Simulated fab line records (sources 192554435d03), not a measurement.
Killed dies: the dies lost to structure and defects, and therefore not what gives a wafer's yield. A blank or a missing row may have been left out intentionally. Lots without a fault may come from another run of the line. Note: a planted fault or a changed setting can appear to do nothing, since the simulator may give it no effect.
fab line records	flow n5-finfet
record lots=24	wafers=72	last-day=17
route steps=1938 shown BEOL_M3@971
lots with no fault: from the same line, run without faults
start-h: the number of hours between the record's first day and the start of the first shown wafer of the lot	wait-h: hours from the lot's prior step to this one	" the same as in the row above	L1.1+2: a row that stands for several wafers	- value missing, or start not given	* or withheld: withheld	< > ~ a bound
route shown NAME@n: names a module that has steps shown in the file, with the first one's number in the route	usual: average and standard deviation across the fault-free wafers	same: alike in all rows	chamber/n: place in a boat	sites: the reading at each site	_std_site: the standard deviation of these	_edge_site: the outer-site mean with the inner-site mean subtracted	radius-mm: for every site, how far away it sits from the centre of the wafer	mask NAME#n: copy n	behind: the most recent tool/chamber to have shaped the wafer	hold: what put the lot on hold/how long, in hours/how the hold closed	device: transistor that didn't switch, given as n, p or np	end of line: the same wafers' tests at the end of the route	a step without rows: its recipe alone	killed: count of dies lost to structure and defects at first sort (not the wafer's yield)	map: a wafer's dies, x killed, . not, _ none there
set.NAME: setting as actually run; set.NAME@STEP: the setting as run at that earlier step	model.NAME: the simulator's own value behind a step, which no gauge read
one table for each step of the route and one row for each wafer, over a sample of lots
services: the hour from which a tool's chamber was out of use, counted from the record's first day as start-h (under 0 if before that day), plus the number of hours and why
## steps
# step N5_BEOL_M3_ETCH_69
# recipe chemistry=CF4	target=SiARC	target-depth-a=156	mask-material=CAR-EUV	time-s=26	ion-energy-ev=80	pressure-mtorr=40	source-w=545	bias-w=36	Ar_flow_sccm=100	cf4-flow-sccm=100	ends=cleared
# usual drypump-motor-current-A=5.8/0.51	etch-rf-on-time-s=25.9/0.47	oes-product-au=0.69/0.065	rf-fwd-power-W=532.8/2.5	rf-vpp-V=184.1/1.3	showerhead-plenum-p-Torr=2.15/0.072	throttle-valve-pct=15.61/0.23
lot.wafer	tool	chamber	start-h	wait-h	drypump-motor-current-A	etch-rf-on-time-s	oes-product-au	rf-fwd-power-W	rf-hours-counter-h	rf-vpp-V	showerhead-plenum-p-Torr	throttle-valve-pct
L074.1	rie-diel-05	3	141.38	0.0	5.7	25.8	0.58	532.3	240	181.0	2.03	15.92
L074.3	"	2	"	"	5.4	25.6	0.64	534.0	164	184.6	2.14	15.91
L074.5	"	2	"	"	5.4	25.9	0.65	531.3	-	183.5	2.13	15.90
L075.3	rie-diel-06	1	156.33	0.0	5.5	26.5	0.63	533.0	173	182.2	2.06	15.59
L075.5	"	2	"	"	6.5	26.0	0.66	533.2	-	183.0	2.15	15.73
L075.6	"	1	"	"	5.5	26.2	0.64	532.7	-	184.1	2.05	15.61
L077.1	rie-diel-06	2	160.95	0.0	6.5	26.2	0.66	531.2	145	184.3	2.15	15.73
L077.4	"	3	"	"	6.6	26.0	0.72	533.6	73	182.9	2.08	15.56
L077.6	"	3	"	"	6.6	25.9	0.71	533.5	-	184.0	2.08	15.57
L076.1	rie-diel-06	1	171.00	0.0	5.5	26.8	0.62	533.7	177	183.8	2.05	15.61
L076.4	"	3	"	"	6.5	25.9	0.72	530.7	76	183.9	2.08	15.56
L076.5	"	3	"	"	6.5	25.9	0.71	531.2	-	183.2	2.08	15.56
L078.1	rie-diel-06	0	172.36	0.0	5.7	25.6	0.74	533.3	39	184.4	2.18	15.27
L078.2	"	2	"	"	6.5	26.2	0.66	533.0	148	182.8	2.15	15.73
L078.3	"	1	"	"	5.5	26.5	0.63	534.0	177	182.0	2.05	15.60
L079.2	rie-diel-05	1	174.00	0.0	5.8	25.6	0.65	535.0	177	185.4	2.22	15.76
L079.3	"	2	"	"	5.4	25.5	0.64	531.3	176	186.6	2.13	15.94
L079.5	"	1	"	"	5.9	25.7	0.64	531.5	-	185.9	2.22	15.77
L080.1	rie-diel-06	2	176.10	0.0	6.5	26.4	0.65	533.5	149	182.7	2.15	15.73
L080.2	"	3	"	"	6.6	25.8	0.71	535.1	78	181.5	2.08	15.57
L080.6	"	1	"	"	5.5	26.5	0.62	529.1	-	183.5	2.05	15.60
L081.2	rie-diel-02	1	212.29	0.0	5.5	26.3	0.62	533.3	172	186.5	2.21	15.68
L081.4	"	3	"	"	6.5	25.1	0.78	538.3	-	185.3	2.18	15.26
L081.5	"	0	"	"	5.1	25.4	0.77	536.7	-	184.1	2.27	15.78
L084.1	rie-diel-02	0	212.47	0.0	5.1	25.4	0.77	536.4	28	184.4	2.27	15.77
L084.3	"	3	"	"	6.6	25.1	0.78	534.7	21	184.4	2.18	15.25
L084.5	"	3	"	"	6.6	25.3	0.78	534.6	-	185.1	2.18	15.24
L083.1	rie-diel-05	0	216.07	0.0	5.6	25.6	0.81	532.1	14	185.3	2.10	15.17
L083.3	"	1	"	"	5.8	25.9	0.63	530.7	191	187.2	2.22	15.79
L083.5	"	1	"	"	5.9	26.1	0.62	532.8	-	183.3	2.22	15.80
L082.3	rie-diel-06	3	216.25	0.0	6.5	26.0	0.70	535.9	89	183.4	2.08	15.59
L082.4	"	2	"	"	6.5	26.6	0.65	531.1	161	184.1	2.14	15.75
L082.5	"	1	"	"	5.5	27.1	0.61	531.1	-	183.1	2.05	15.63
L085.2	rie-diel-06	1	219.47	0.0	5.5	26.9	0.62	529.1	192	183.0	2.05	15.64
L085.4	"	2	"	"	6.5	26.5	0.64	526.7	163	184.6	2.14	15.76
L085.5	"	2	"	"	6.5	26.5	0.65	532.5	-	182.1	2.14	15.76
L086.2	rie-diel-02	3	226.00	0.0	6.5	25.2	0.78	534.9	26	185.7	2.18	15.26
L086.4	"	1	"	"	5.6	26.0	0.63	534.9	-	185.3	2.21	15.69
L086.6	"	3	"	"	6.5	25.3	0.77	532.9	-	185.6	2.18	15.28
L087.2	rie-diel-05	2	231.03	0.0	5.4	25.5	0.62	531.4	197	184.1	2.12	15.97
L087.3	"	3	"	"	5.7	25.5	0.79	533.2	11	184.7	2.28	15.47
L087.4	"	1	"	"	5.8	25.6	0.63	530.4	197	186.3	2.21	15.80
L088.3	rie-diel-02	2	231.69	0.0	5.1	27.1	0.67	529.6	93	182.5	2.07	15.49
L088.4	"	3	"	"	6.6	26.1	0.76	537.3	28	184.8	2.18	15.27
L088.5	"	3	"	"	6.6	25.8	0.76	536.5	-	184.3	2.18	15.27
L089.1	rie-diel-02	3	237.91	0.0	6.6	25.5	0.77	534.6	30	183.1	2.18	15.26
L089.3	"	2	"	"	5.1	26.2	0.68	530.4	95	183.5	2.07	15.49
L089.4	"	1	"	"	5.5	26.1	0.63	532.3	182	184.6	2.21	15.71
L090.1	rie-diel-02	3	253.80	0.0	6.6	25.9	0.75	537.3	33	183.3	2.18	15.26
L090.2	"	2	"	"	5.1	26.6	0.68	530.7	98	181.6	2.07	15.50
L090.3	"	0	"	"	5.1	25.2	0.75	539.4	41	184.3	2.27	15.79
L092.1	rie-diel-02	0	260.06	0.0	5.1	25.2	0.76	537.0	43	185.6	2.27	15.81
L092.4	"	3	"	"	6.6	25.4	0.76	536.1	36	183.4	2.18	15.29
L092.5	"	2	"	"	5.1	26.2	0.68	532.1	-	183.6	2.07	15.51
L091.1	rie-diel-06	2	263.77	0.0	6.5	26.5	0.63	531.3	176	183.5	2.14	15.80
L091.2	"	3	"	"	6.6	25.6	0.70	531.0	103	183.6	2.07	15.63
L091.5	"	1	"	"	5.5	26.5	0.61	533.4	-	184.5	2.04	15.67
L093.1	rie-diel-06	0	266.62	0.0	5.7	25.6	0.70	534.9	66	184.6	2.17	15.32
L093.2	"	3	"	"	6.5	25.6	0.69	532.7	103	183.9	2.07	15.61
L093.5	"	3	"	"	6.6	25.6	0.69	533.7	-	182.4	2.07	15.60
L094.2	rie-diel-05	1	272.18	0.0	5.8	26.1	0.63	531.1	206	185.2	2.21	15.82
L094.3	"	0	"	"	5.7	25.4	0.77	532.0	28	182.9	2.10	15.21
L094.5	"	1	"	"	5.8	26.1	0.62	534.3	-	185.4	2.21	15.84
L095.2	rie-diel-02	2	279.14	0.0	5.0	26.4	0.66	531.0	106	183.9	2.07	15.51
L095.4	"	0	"	"	5.1	25.3	0.74	536.1	49	185.8	2.27	15.81
L095.6	"	3	"	"	6.6	25.4	0.75	537.6	-	185.1	2.17	15.30
L096.1	rie-diel-05	1	282.42	0.0	5.8	26.4	0.62	531.1	208	186.0	2.21	15.83
L096.2	"	2	"	"	5.4	25.7	0.61	535.4	210	183.1	2.12	16.01
L096.6	"	1	"	"	5.8	26.3	0.62	529.1	-	184.3	2.21	15.83
L097.1	rie-diel-05	3	287.04	0.0	5.8	25.7	0.77	531.4	24	184.7	2.28	15.48
L097.2	"	0	"	"	5.7	25.6	0.77	532.4	31	183.7	2.10	15.19
L097.4	"	1	"	"	5.8	26.0	0.62	532.7	210	185.5	2.21	15.82
# step N5_BEOL_M3_CD_MEAS_35
# recipe target-cd-nm=18	target-cd-y-nm=21	polarity=opening
# usual cd-nm=17.9/0.32
lot.wafer	tool	chamber	start-h	wait-h	cd-nm
L074.1	cd-sem-02	-	142.38	0.0	17.6
L074.3	"	-	"	"	17.4
L074.5	"	-	"	"	18.0
L075.3	cd-sem-02	-	158.81	0.0	18.5
L075.5	"	-	"	"	17.7
L075.6	"	-	"	"	18.9
L077.1	cd-sem-01	-	161.85	0.0	18.1
L077.4	"	-	"	"	18.4
L077.6	"	-	"	"	18.0
L076.1	cd-sem-01	-	171.89	0.0	17.6
L076.4	"	-	"	"	17.8
L076.5	"	-	"	"	18.4
L078.1	cd-sem-01	-	173.56	0.0	18.2
L078.2	"	-	"	"	18.1
L078.3	"	-	"	"	17.8
L079.2	cd-sem-01	-	174.77	0.0	18.2
L079.3	"	-	"	"	17.8
L079.5	"	-	"	"	17.5
L080.1	cd-sem-03	-	177.03	0.0	18.0
L080.2	"	-	"	"	17.9
L080.6	"	-	"	"	17.6
L084.1	cd-sem-01	-	214.34	0.0	17.9
L084.3	"	-	"	"	17.9
L084.5	"	-	"	"	18.2
L081.2	cd-sem-01	-	214.40	0.0	17.9
L081.4	"	-	"	"	18.1
L081.5	"	-	"	"	18.2
L083.1	cd-sem-03	-	218.42	0.0	17.9
L083.3	"	-	"	"	18.8
L083.5	"	-	"	"	18.0
L082.3	cd-sem-03	-	218.71	0.0	17.8
L082.4	"	-	"	"	17.4
L082.5	"	-	"	"	18.1
L085.2	cd-sem-03	-	221.18	0.0	17.8
L085.4	"	-	"	"	18.0
L085.5	"	-	"	"	17.7
L086.2	cd-sem-01	-	226.75	0.0	18.2
L086.4	"	-	"	"	18.2
L086.6	"	-	"	"	17.7
L087.2	cd-sem-01	-	233.11	0.0	17.8
L087.3	"	-	"	"	18.2
L087.4	"	-	"	"	17.7
L088.3	cd-sem-03	-	237.11	0.0	17.5
L088.4	"	-	"	"	17.8
L088.5	"	-	"	"	17.9
L089.1	cd-sem-01	-	247.19	0.0	18.1
L089.3	"	-	"	"	18.8
L089.4	"	-	"	"	18.4
L090.1	cd-sem-03	-	255.20	0.0	17.5
L090.2	"	-	"	"	17.9
L090.3	"	-	"	"	17.9
L092.1	cd-sem-01	-	265.14	0.0	17.5
L092.4	"	-	"	"	17.8
L092.5	"	-	"	"	17.9
L091.1	cd-sem-03	-	270.21	0.0	17.5
L091.2	"	-	"	"	17.4
L091.5	"	-	"	"	17.1
L093.1	cd-sem-01	-	270.28	0.0	17.9
L093.2	"	-	"	"	17.8
L093.5	"	-	"	"	17.8
L094.2	cd-sem-01	-	273.23	0.0	17.9
L094.3	"	-	"	"	18.5
L094.5	"	-	"	"	17.7
L095.2	cd-sem-03	-	283.25	0.0	17.3
L095.4	"	-	"	"	18.2
L095.6	"	-	"	"	17.7
L096.1	cd-sem-03	-	285.74	0.0	18.0
L096.2	"	-	"	"	17.9
L096.6	"	-	"	"	18.3
L097.1	cd-sem-01	-	289.75	0.0	17.5
L097.2	"	-	"	"	17.4
L097.4	"	-	"	"	18.1
# step N5_BEOL_M3_SURFACE_TREAT_85
# recipe gas=Ar	time-s=*	ion-energy-ev=*	ion-current-ma-cm2=0.5	pressure-mtorr=*	ar-flow-sccm=30
# usual throttle-valve-pct=*
lot.wafer	tool	chamber	start-h	wait-h	throttle-valve-pct
L074.1	pvd-sputter-01	-	142.96	0.1	*
L074.3	"	-	"	"	*
L074.5	"	-	"	"	*
L075.3	pvd-sputter-01	-	159.24	0.1	*
L075.5	"	-	"	"	*
L075.6	"	-	"	"	*
L077.1	pvd-sputter-03	-	162.80	0.1	*
L077.4	"	-	"	"	*
L077.6	"	-	"	"	*
L076.1	pvd-sputter-01	-	172.44	0.2	*
L076.4	"	-	"	"	*
L076.5	"	-	"	"	*
L078.1	pvd-sputter-03	-	174.14	0.2	*
L078.2	"	-	"	"	*
L078.3	"	-	"	"	*
L079.2	pvd-sputter-02	-	175.14	0.1	*
L079.3	"	-	"	"	*
L079.5	"	-	"	"	*
L080.1	pvd-sputter-03	-	177.45	0.1	*
L080.2	"	-	"	"	*
L080.6	"	-	"	"	*
L081.2	pvd-sputter-01	-	215.15	0.2	*
L081.4	"	-	"	"	*
L081.5	"	-	"	"	*
L084.1	pvd-sputter-01	-	215.19	0.2	*
L084.3	"	-	"	"	*
L084.5	"	-	"	"	*
L083.1	pvd-sputter-02	-	219.10	0.1	*
L083.3	"	-	"	"	*
L083.5	"	-	"	"	*
L082.3	pvd-sputter-02	-	219.30	0.2	*
L082.4	"	-	"	"	*
L082.5	"	-	"	"	*
L085.2	pvd-sputter-01	-	222.02	0.3	*
L085.4	"	-	"	"	*
L085.5	"	-	"	"	*
L086.2	pvd-sputter-03	-	227.12	0.1	*
L086.4	"	-	"	"	*
L086.6	"	-	"	"	*
L087.2	pvd-sputter-01	-	233.76	0.2	*
L087.3	"	-	"	"	*
L087.4	"	-	"	"	*
L088.3	pvd-sputter-01	-	237.79	0.1	*
L088.4	"	-	"	"	*
L088.5	"	-	"	"	*
L089.1	pvd-sputter-01	-	247.67	0.1	*
L089.3	"	-	"	"	*
L089.4	"	-	"	"	*
L090.1	pvd-sputter-01	-	256.14	0.1	*
L090.2	"	-	"	"	*
L090.3	"	-	"	"	*
L092.1	pvd-sputter-03	-	265.93	0.2	*
L092.4	"	-	"	"	*
L092.5	"	-	"	"	*
L091.1	pvd-sputter-03	-	270.92	0.2	*
L091.2	"	-	"	"	*
L091.5	"	-	"	"	*
L093.1	pvd-sputter-03	-	270.96	0.2	*
L093.2	"	-	"	"	*
L093.5	"	-	"	"	*
L094.2	pvd-sputter-01	-	274.07	0.1	*
L094.3	"	-	"	"	*
L094.5	"	-	"	"	*
L095.2	pvd-sputter-03	-	284.71	0.9	*
L095.4	"	-	"	"	*
L095.6	"	-	"	"	*
L096.1	pvd-sputter-03	-	286.43	0.2	*
L096.2	"	-	"	"	*
L096.6	"	-	"	"	*
L097.1	pvd-sputter-02	-	290.42	0.3	*
L097.2	"	-	"	"	*
L097.4	"	-	"	"	*
# step N5_BEOL_M3_ANNEAL_87
# recipe temp-c=400	time-s=240	ambient=vacuum
# usual heater-power-w=818/61	susceptor_temp_C_max=401.0/0.43
lot.wafer	tool	chamber	start-h	wait-h	heater-power-w	susceptor_temp_C_max
L074.1	pvd-sputter-03	-	143.93	0.0	716	400.9
L074.3	"	-	"	"	822	401.0
L074.5	"	-	"	"	863	401.7
L075.3	pvd-sputter-01	-	160.20	0.0	775	401.3
L075.5	"	-	"	"	803	401.0
L075.6	"	-	"	"	824	401.1
L077.1	pvd-sputter-02	-	164.25	0.0	828	400.2
L077.4	"	-	"	"	856	400.8
L077.6	"	-	"	"	864	400.7
L076.1	pvd-sputter-01	-	173.54	0.0	809	401.1
L076.4	"	-	"	"	671	401.7
L076.5	"	-	"	"	792	400.8
L078.1	pvd-sputter-03	-	175.16	0.0	866	401.2
L078.2	"	-	"	"	704	400.7
L078.3	"	-	"	"	808	400.7
L079.2	pvd-sputter-01	-	176.10	0.0	780	400.8
L079.3	"	-	"	"	686	401.5
L079.5	"	-	"	"	804	401.0
L080.1	pvd-sputter-03	-	178.42	0.0	699	400.8
L080.2	"	-	"	"	884	401.3
L080.6	"	-	"	"	856	401.6
L081.2	pvd-sputter-01	-	216.19	0.0	814	401.0
L081.4	"	-	"	"	884	402.0
L081.5	"	-	"	"	799	400.9
L084.1	pvd-sputter-02	-	217.05	0.0	873	400.4
L084.3	"	-	"	"	854	400.6
L084.5	"	-	"	"	859	400.8
L083.1	pvd-sputter-02	-	220.40	0.0	806	400.6
L083.3	"	-	"	"	877	400.6
L083.5	"	-	"	"	823	400.7
L082.3	pvd-sputter-03	-	221.51	0.0	711	400.8
L082.4	"	-	"	"	849	401.6
L082.5	"	-	"	"	862	401.9
L085.2	pvd-sputter-01	-	223.00	0.0	783	401.3
L085.4	"	-	"	"	805	401.0
L085.5	"	-	"	"	808	400.5
L086.2	pvd-sputter-03	-	228.16	0.0	807	400.6
L086.4	"	-	"	"	851	400.9
L086.6	"	-	"	"	878	401.3
L087.2	pvd-sputter-01	-	234.98	0.0	890	402.0
L087.3	"	-	"	"	807	400.8
L087.4	"	-	"	"	784	400.8
L088.3	pvd-sputter-01	-	239.01	0.0	816	401.4
L088.4	"	-	"	"	863	401.6
L088.5	"	-	"	"	787	400.8
L089.1	pvd-sputter-02	-	248.73	0.0	902	400.5
L089.3	"	-	"	"	842	401.7
L089.4	"	-	"	"	818	400.5
L090.1	pvd-sputter-02	-	257.20	0.0	849	400.6
L090.2	"	-	"	"	817	400.9
L090.3	"	-	"	"	868	401.1
L092.1	pvd-sputter-03	-	268.80	0.0	862	401.6
L092.4	"	-	"	"	871	401.5
L092.5	"	-	"	"	816	400.5
L091.1	pvd-sputter-03	-	271.92	0.0	784	400.5
L091.2	"	-	"	"	715	401.1
L091.5	"	-	"	"	722	401.3
L093.1	pvd-sputter-01	-	272.08	0.0	659	401.4
L093.2	"	-	"	"	868	401.4
L093.5	"	-	"	"	853	400.8
L094.2	pvd-sputter-02	-	275.08	0.0	858	401.8
L094.3	"	-	"	"	887	400.6
L094.5	"	-	"	"	847	401.0
L095.2	pvd-sputter-02	-	285.97	0.0	850	400.5
L095.4	"	-	"	"	846	401.4
L095.6	"	-	"	"	864	401.4
L096.1	pvd-sputter-02	-	287.81	0.0	815	400.6
L096.2	"	-	"	"	827	401.1
L096.6	"	-	"	"	873	400.6
L097.1	pvd-sputter-03	-	291.84	0.0	810	400.5
L097.2	"	-	"	"	854	401.1
L097.4	"	-	"	"	706	401.3
# step N5_BEOL_M3_CO_CAP_55
# recipe material=Co	target-thk-a=20	temp-c=200	precursor=CCTBA/H2	pressure-torr=30	time-s=102.1
# usual heater-power-w=219/23
lot.wafer	tool	chamber	start-h	wait-h	heater-power-w
L074.1	cvd-co-01	0	145.81	0.0	214
L074.3	"	2	"	"	188
L074.5	"	0	"	"	208
L075.3	cvd-co-02	2	162.10	0.0	234
L075.5	"	2	"	"	221
L075.6	"	0	"	"	248
L077.1	cvd-co-02	0	166.14	0.0	253
L077.4	"	1	"	"	194
L077.6	"	2	"	"	230
L076.1	cvd-co-02	2	176.14	0.0	226
L076.4	"	2	"	"	229
L076.5	"	1	"	"	199
L078.1	cvd-co-02	0	177.60	0.0	253
L078.2	"	2	"	"	233
L078.3	"	1	"	"	191
L079.2	cvd-co-01	2	178.94	0.0	191
L079.3	"	0	"	"	215
L079.5	"	2	"	"	186
L080.1	cvd-co-02	0	180.31	0.0	250
L080.2	"	2	"	"	229
L080.6	"	0	"	"	248
L081.2	cvd-co-02	1	218.07	0.0	188
L081.4	"	0	"	"	254
L081.5	"	1	"	"	195
L084.1	cvd-co-01	1	219.08	0.0	221
L084.3	"	2	"	"	185
L084.5	"	0	"	"	214
L083.1	cvd-co-02	2	222.30	0.0	230
L083.3	"	0	"	"	253
L083.5	"	2	"	"	224
L082.3	cvd-co-01	2	223.49	0.0	191
L082.4	"	0	"	"	211
L082.5	"	1	"	"	230
L085.2	cvd-co-02	1	224.89	0.0	194
L085.4	"	1	"	"	195
L085.5	"	2	"	"	231
L086.2	cvd-co-02	0	230.06	0.0	250
L086.4	"	1	"	"	197
L086.6	"	0	"	"	251
L087.2	cvd-co-02	1	236.87	0.0	192
L087.3	"	2	"	"	233
L087.4	"	1	"	"	191
L088.3	cvd-co-01	0	240.90	0.0	213
L088.4	"	2	"	"	193
L088.5	"	1	"	"	225
L089.1	cvd-co-02	0	250.89	0.0	250
L089.3	"	2	"	"	231
L089.4	"	1	"	"	194
L090.1	cvd-co-01	0	259.11	0.0	212
L090.2	"	1	"	"	228
L090.3	"	2	"	"	190
L092.1	cvd-co-02	0	270.70	0.0	250
L092.4	"	2	"	"	232
L092.5	"	1	"	"	191
L091.1	cvd-co-02	2	273.88	0.0	226
L091.2	"	0	"	"	247
L091.5	"	1	"	"	195
L093.1	cvd-co-01	2	274.08	0.0	191
L093.2	"	0	"	"	209
L093.5	"	0	"	"	217
L094.2	cvd-co-02	1	277.04	0.0	196
L094.3	"	0	"	"	259
L094.5	"	1	"	"	192
L095.2	cvd-co-01	2	287.87	0.0	188
L095.4	"	0	"	"	208
L095.6	"	1	"	"	228
L096.1	cvd-co-02	0	289.70	0.0	244
L096.2	"	1	"	"	193
L096.6	"	2	"	"	233
L097.1	cvd-co-01	0	293.72	0.0	211
L097.2	"	2	"	"	188
L097.4	"	2	"	"	185
# step N5_BEOL_M3_RS_MEAS_58
# recipe thk-meas-gauge=four-point-probe	reads=Co_of_BEOL_M3_CO_CAP_55+Cu_of_BEOL_M3_ECD_50+Co_of_BEOL_M3_CVD_47+TaN_of_BEOL_M3_ALD_84
# usual M3_RS=0.661/0.029
lot.wafer	tool	chamber	start-h	wait-h	M3_RS[ohm/sq]
L074.1	film-metro-02	-	146.01	0.1	0.682
L074.3	"	-	"	"	0.705
L074.5	"	-	"	"	0.636
L075.3	film-metro-02	-	162.28	0.1	0.632
L075.5	"	-	"	"	0.595
L075.6	"	-	"	"	0.636
L077.1	film-metro-01	-	166.33	0.0	0.684
L077.4	"	-	"	"	0.626
L077.6	"	-	"	"	0.641
L076.1	film-metro-01	-	176.33	0.0	0.713
L076.4	"	-	"	"	0.689
L076.5	"	-	"	"	0.670
L078.1	film-metro-01	-	177.80	0.1	0.675
L078.2	"	-	"	"	0.664
L078.3	"	-	"	"	0.684
L079.2	film-metro-01	-	179.13	0.1	0.720
L079.3	"	-	"	"	0.713
L079.5	"	-	"	"	0.684
L080.1	film-metro-01	-	180.49	0.0	0.673
L080.2	"	-	"	"	0.651
L080.6	"	-	"	"	0.604
L081.2	film-metro-01	-	218.29	0.1	0.651
L081.4	"	-	"	"	0.641
L081.5	"	-	"	"	0.674
L084.1	film-metro-02	-	219.28	0.1	0.633
L084.3	"	-	"	"	0.628
L084.5	"	-	"	"	0.644
L083.1	film-metro-02	-	222.49	0.0	0.700
L083.3	"	-	"	"	0.665
L083.5	"	-	"	"	0.658
L082.3	film-metro-02	-	223.70	0.1	0.705
L082.4	"	-	"	"	0.674
L082.5	"	-	"	"	0.661
L085.2	film-metro-02	-	225.09	0.1	0.655
L085.4	"	-	"	"	0.636
L085.5	"	-	"	"	0.645
L086.2	film-metro-02	-	230.25	0.1	0.679
L086.4	"	-	"	"	0.665
L086.6	"	-	"	"	0.665
L087.2	film-metro-01	-	237.05	0.1	0.659
L087.3	"	-	"	"	0.691
L087.4	"	-	"	"	0.685
L088.3	film-metro-02	-	241.09	0.1	0.677
L088.4	"	-	"	"	0.643
L088.5	"	-	"	"	0.632
L089.1	film-metro-02	-	251.08	0.0	0.687
L089.3	"	-	"	"	0.690
L089.4	"	-	"	"	0.647
L090.1	film-metro-02	-	259.29	0.0	0.666
L090.2	"	-	"	"	0.694
L090.3	"	-	"	"	0.660
L092.1	film-metro-02	-	270.89	0.0	0.640
L092.4	"	-	"	"	0.614
L092.5	"	-	"	"	0.593
L091.1	film-metro-02	-	274.07	0.0	0.662
L091.2	"	-	"	"	0.678
L091.5	"	-	"	"	0.669
L093.1	film-metro-02	-	274.26	0.0	0.659
L093.2	"	-	"	"	0.636
L093.5	"	-	"	"	0.660
L094.2	film-metro-01	-	277.23	0.1	0.638
L094.3	"	-	"	"	0.689
L094.5	"	-	"	"	0.647
L095.2	film-metro-02	-	288.05	0.1	0.718
L095.4	"	-	"	"	0.705
L095.6	"	-	"	"	0.656
L096.1	film-metro-02	-	289.88	0.0	0.701
L096.2	"	-	"	"	0.704
L096.6	"	-	"	"	0.662
L097.1	film-metro-01	-	293.91	0.0	0.686
L097.2	"	-	"	"	0.640
L097.4	"	-	"	"	0.609
## services
tool	chamber	start-h	hours	kind
rie-diel-02	0	118.74	-	clean
rie-diel-02	0	118.74	-	consumable-replace:focus-ring
rie-diel-02	0	118.74	-	consumable-replace:showerhead
rie-diel-02	0	118.74	18.6	scheduled-down
rie-diel-02	0	118.74	18.6	vent-cycle
rie-diel-05	0	134.07	5.7	repair
rie-diel-02	3	143.56	-	clean
rie-diel-02	3	143.56	-	consumable-replace:focus-ring
rie-diel-02	3	143.56	16.6	scheduled-down
rie-diel-02	3	143.56	16.6	vent-cycle
rie-diel-05	0	159.98	-	clean
rie-diel-05	0	159.98	-	consumable-replace:focus-ring
rie-diel-05	0	159.98	15.6	scheduled-down
rie-diel-05	0	159.98	15.6	vent-cycle
rie-diel-05	3	175.58	-	clean
rie-diel-05	3	175.58	-	consumable-replace:focus-ring
rie-diel-05	3	175.58	-	consumable-replace:showerhead
rie-diel-05	3	175.58	22.7	scheduled-down
rie-diel-05	3	175.58	22.7	vent-cycle
rie-diel-02	2	187.47	42.2	repair
rie-diel-05	-	197.43	0.5	repair
cvd-co-01	-	226.69	1.1	repair
cvd-co-02	-	279.31	1.3	repair
## key
fault none
